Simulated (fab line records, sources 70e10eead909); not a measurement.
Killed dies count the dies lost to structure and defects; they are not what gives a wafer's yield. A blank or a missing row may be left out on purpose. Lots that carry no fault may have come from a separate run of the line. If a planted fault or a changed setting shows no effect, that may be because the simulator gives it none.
Which tool did it?    flow nand harc    15 lots, 45 wafers sampled, at 4 steps of a route of 1159

WHAT THE GAUGES READ, wafer by wafer
NHARC_A_CONTACT_OVL_MEAS_70.
lot   measured      on          overlay x nm (nm)  overlay y nm (nm)
L289  day 16 22:58  overlay-02  -1.1 -0.4 -0.9     0.0 -0.3 0.1
L286  day 17 04:34  overlay-02  -1.5 -0.9 -1.1     0.6 0.6 0.0
L287  day 17 05:33  overlay-01  -1.4 -1.4 -0.7     0.6 0.2 0.3
L291  day 17 06:06  overlay-01  0.2 -0.5 -0.6      -0.1 0.8 1.2
L288  day 17 08:02  overlay-02  -1.7 -1.1 -1.8     -0.1 -0.1 0.0
L290  day 17 09:49  overlay-02  1.1 0.5 0.5        -1.0 -1.0 -1.5
L292  day 17 19:52  overlay-01  0.0 -0.2 0.1       0.4 0.2 0.0
L295  day 18 08:06  overlay-01  0.1 -0.3 0.1       0.5 0.4 -0.1
L294  day 18 12:44  overlay-01  0.1 0.1 -0.5       0.2 -0.3 0.5
L297  day 19 00:13  overlay-02  0.5 -0.3 0.2       0.9 1.1 0.8
L296  day 19 02:02  overlay-02  0.4 0.7 0.8        -0.1 0.2 -0.4
L308  day 21 23:45  overlay-02  - - -              - - -
L306  day 22 01:37  overlay-02  - - -              - - -
L307  day 22 04:16  overlay-02  - - -              - - -
L309  day 22 06:22  overlay-01  -0.7 -0.4 -1.1     0.3 0.3 -0.2

TOOL THAT RAN EACH LOT (tool first, then ch and the chambers of the sampled wafers, then the start)
lot   NHARC_A_CONTACT_ETCH_121              NHARC_A_CONTACT_ETCH_122              NHARC_A_CONTACT_DEVELOP_68
L289  har cap etch-03 ch 0,1, day 16 15:46  har cap etch-03 ch 0,1, day 16 15:51  litho track-06 ch 0, day 16 22:00
L286  har cap etch-01 ch 0,1, day 16 19:46  har cap etch-01 ch 0,1, day 16 19:51  litho track-01 ch 0, day 17 04:00
L287  har cap etch-02 ch 1, day 16 22:13    har cap etch-02 ch 1, day 16 22:18    litho track-01 ch 0, day 17 05:00
L291  har cap etch-01 ch 0,1, day 16 23:41  har cap etch-01 ch 0,1, day 16 23:47  litho track-04 ch 0, day 17 05:00
L288  har cap etch-01 ch 0,1, day 17 02:39  har cap etch-01 ch 0,1, day 17 02:44  litho track-04 ch 0, day 17 07:00
L290  har cap etch-03 ch 1, day 17 05:02    har cap etch-03 ch 1, day 17 05:08    litho track-04 ch 0, day 17 09:00
L292  har cap etch-03 ch 0,1, day 17 14:52  har cap etch-03 ch 0,1, day 17 14:57  litho track-06 ch 0, day 17 19:00
L295  har cap etch-03 ch 0,1, day 18 03:05  har cap etch-03 ch 0,1, day 18 03:11  litho track-04 ch 0, day 18 07:00
L294  har cap etch-01 ch 0,1, day 18 08:09  har cap etch-01 ch 0,1, day 18 08:14  litho track-06 ch 0, day 18 12:00
L297  har cap etch-01 ch 0,1, day 18 19:44  har cap etch-01 ch 0,1, day 18 19:49  litho track-01 ch 0, day 19 00:00
L296  har cap etch-03 ch 0, day 18 20:02    har cap etch-03 ch 0, day 18 20:08    litho track-01 ch 0, day 19 01:00
L308  har cap etch-03 ch 0,1, day 21 19:23  har cap etch-03 ch 0,1, day 21 19:28  litho track-06, day 21 23:00
L306  har cap etch-02 ch 0,1, day 21 20:41  har cap etch-02 ch 0,1, day 21 20:47  litho track-04, day 22 01:00
L307  har cap etch-01 ch 0,1, day 21 23:55  har cap etch-01 ch 0,1, day 22 00:01  litho track-04, day 22 04:00
L309  har cap etch-03 ch 0,1, day 22 01:49  har cap etch-03 ch 0,1, day 22 01:54  litho track-04 ch 0, day 22 06:00
- NHARC_A_CONTACT_ETCH_121: etches the open film in C4F8/O2/Ar, time 94 s, target depth 922 nm.
- NHARC_A_CONTACT_ETCH_122: etches the open film in C4F8/O2/Ar, time 95 s, target depth 930 nm.
- NHARC_A_CONTACT_DEVELOP_68: develop time 35 s.

WHAT THE TOOLS THEMSELVES READ (means of the sampled wafers that have a number; where no wafer has one, the mark that the record gives instead)
NHARC_A_CONTACT_DEVELOP_68.
lot   tool            chill plate temp C (C)
L289  litho track-06  23.14
L286  litho track-01  22.92
L287  litho track-01  23.10
L291  litho track-04  22.97
L288  litho track-04  22.98
L290  litho track-04  22.97
L292  litho track-06  23.25
L295  litho track-04  22.89
L294  litho track-06  22.93
L297  litho track-01  22.92
L296  litho track-01  23.01
L308  litho track-06  -
L306  litho track-04  -
L307  litho track-04  -
L309  litho track-04  22.88

THE ANSWER, worked out from the rows above alone
Rule: usual is defined by the lots themselves. The widest of any qualifying gaps counts: lots, ordered by their means at a reading, are off when they make up no more than a third of the lots, leave a main group of 4 or more, and stand apart from it by 3 or more times the standard deviation of that group's means. A main group whose means are all the same, to the digits that the tables above print for the reading, isn't used. A lot without any number at a reading at which 4 lots or more have one is off too. All remaining lots with rows at the step are treated as sound. The gauges are gone through in route order, then the tools' own readings, and for those a lot's mean is taken as printed above. The first step at which some lot is off is used, and at that step the reading that is off furthest; a lot without a number counts as furthest.
Off: L308, L306, L307, at NHARC_A_CONTACT_OVL_MEAS_70 (overlay x nm). Without a number there: L308, L306, L307. The main group: mean -0.4 nm, standard deviation 0.69.
A tool fits if, at a process step before that reading, it ran every lot that is off, and no sound lot after the first of them. Not tried: the gauges at NHARC_A_CONTACT_OVL_MEAS_70; whatever is off there is also off at NHARC_A_CONTACT_DEVELOP_68, on other tools, and gauge error can't account for it. None of those tried fits.

WHAT HAD BEEN PUT IN BY THE SIMULATOR
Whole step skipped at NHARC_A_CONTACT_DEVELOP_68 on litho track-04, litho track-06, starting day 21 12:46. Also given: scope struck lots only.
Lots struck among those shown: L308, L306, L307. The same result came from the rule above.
